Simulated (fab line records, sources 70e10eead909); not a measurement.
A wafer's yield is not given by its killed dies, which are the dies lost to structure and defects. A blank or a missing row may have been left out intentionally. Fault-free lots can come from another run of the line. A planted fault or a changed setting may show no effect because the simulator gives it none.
One fault seen from 3 desks || flow nand harc || every desk sees just its own numbers, and what lay behind them comes last

== FOR THE TOOL OWNER'S DESK: pecvd onon-02 ==
The tool's own readings at NHARC_A_ONON_D1_DEP_00 (target thk 1000 nm): means of the sampled wafers that have a number, for each lot that ran on this tool. A lot is out of limits, marked OUT, if its mean lies more than 4 standard deviations from the usual mean; the brackets give that distance.
Columns: A = n2 flow sccm at NHARC_A_ONON_D1_DEP_00, usual 2752 sccm
{"lot": "L141", "first seen here": "day 9 08:27", "A": 2759}
{"lot": "L145", "first seen here": "day 10 20:55", "A": 2749}
{"lot": "L149", "first seen here": "day 12 08:37", "A": 2747}
{"lot": "L152", "first seen here": "day 13 18:44", "A": 2759}
{"lot": "L154", "first seen here": "day 14 10:10", "A": 2761}
Result from this desk: across the 5 lots, nothing is out of limits.

== FROM THE METROLOGY DESK ==
Lot by lot, what the gauges showed, no matter which tool ran the lot: averages of those sampled wafers that carry a number. A lot is out of limits, marked OUT, if its mean lies more than 4 standard deviations from the usual mean; the brackets give that distance.
Columns: A = thk nm at NHARC_A_ONON_D1_THK_MEAS_02, usual 998 nm
{"lot": "L138", "first seen here": "day 7 21:23", "A": 1008}
{"lot": "L141", "first seen here": "day 9 08:55", "A": 1002}
{"lot": "L142", "first seen here": "day 9 08:55", "A": 1012}
{"lot": "L143", "first seen here": "day 9 21:16", "A": 991}
{"lot": "L144", "first seen here": "day 10 01:47", "A": 989}
{"lot": "L145", "first seen here": "day 10 21:22", "A": 1005}
{"lot": "L148", "first seen here": "day 11 17:28", "A": 999}
{"lot": "L149", "first seen here": "day 12 09:04", "A": 987}
{"lot": "L152", "first seen here": "day 13 19:11", "A": "1487 (+57) OUT"}
{"lot": "L151", "first seen here": "day 13 19:11", "A": 1005}
{"lot": "L153", "first seen here": "day 13 19:11", "A": 1000}
{"lot": "L154", "first seen here": "day 14 10:30", "A": "1493 (+58) OUT"}
{"lot": "L160", "first seen here": "day 16 19:10", "A": 996}
{"lot": "L161", "first seen here": "day 17 06:18", "A": 1003}
This desk's verdict: out of limits on L152, L154, starting with L152 at day 13 19:11 (thk nm at NHARC_A_ONON_D1_THK_MEAS_02). In limits: L138, L141, L142, L143, L144, L145, L148, L149, L151, L153, L160, L161.

== THE DEFECT DESK ==
Lot by lot, what the route's inspections counted, given as the mean of those sampled wafers with a number. A lot is out of limits, marked OUT, if its mean lies more than 4 standard deviations from the usual mean; the brackets give that distance.
Columns: A = raw defect count at NHARC_A_SOURCE_PLATE_INSPECT_08, usual 59
{"lot": "L138", "first seen here": "day 7 20:49", "A": 69}
{"lot": "L141", "first seen here": "day 9 08:20", "A": 39}
{"lot": "L142", "first seen here": "day 9 08:20", "A": 57}
{"lot": "L143", "first seen here": "day 9 20:41", "A": 68}
{"lot": "L144", "first seen here": "day 10 01:13", "A": 50}
{"lot": "L145", "first seen here": "day 10 20:48", "A": 75}
{"lot": "L148", "first seen here": "day 11 16:53", "A": 49}
{"lot": "L149", "first seen here": "day 12 08:29", "A": 72}
{"lot": "L151", "first seen here": "day 13 18:37", "A": 63}
{"lot": "L152", "first seen here": "day 13 18:37", "A": 68}
{"lot": "L153", "first seen here": "day 13 18:38", "A": 89}
{"lot": "L154", "first seen here": "day 14 09:56", "A": 44}
{"lot": "L160", "first seen here": "day 16 18:36", "A": 60}
{"lot": "L161", "first seen here": "day 17 05:44", "A": 63}
Result from this desk: across the 14 lots, nothing is out of limits.

== BROUGHT TOGETHER ==
On L152, L154, the metrology desk was in a position to raise an alarm at day 13 19:11.
Nothing out of limits was seen by the tool owner's desk.
Nothing out of limits was seen by the defect desk.
The tool owner's desk has L152, L154 on record, within its limits.
The defect desk has L152, L154 on record, within its limits.
Every lot named ran NHARC_A_ONON_D1_DEP_00 on pecvd onon-02.

== WHAT WAS PUT IN BY THE SIMULATOR ==
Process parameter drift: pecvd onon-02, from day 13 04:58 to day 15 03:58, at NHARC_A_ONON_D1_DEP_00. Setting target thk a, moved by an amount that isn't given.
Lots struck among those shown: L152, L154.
Per desk, hours elapsed from the start of the fault to the first reading out of limits: for the metrology desk, 14.
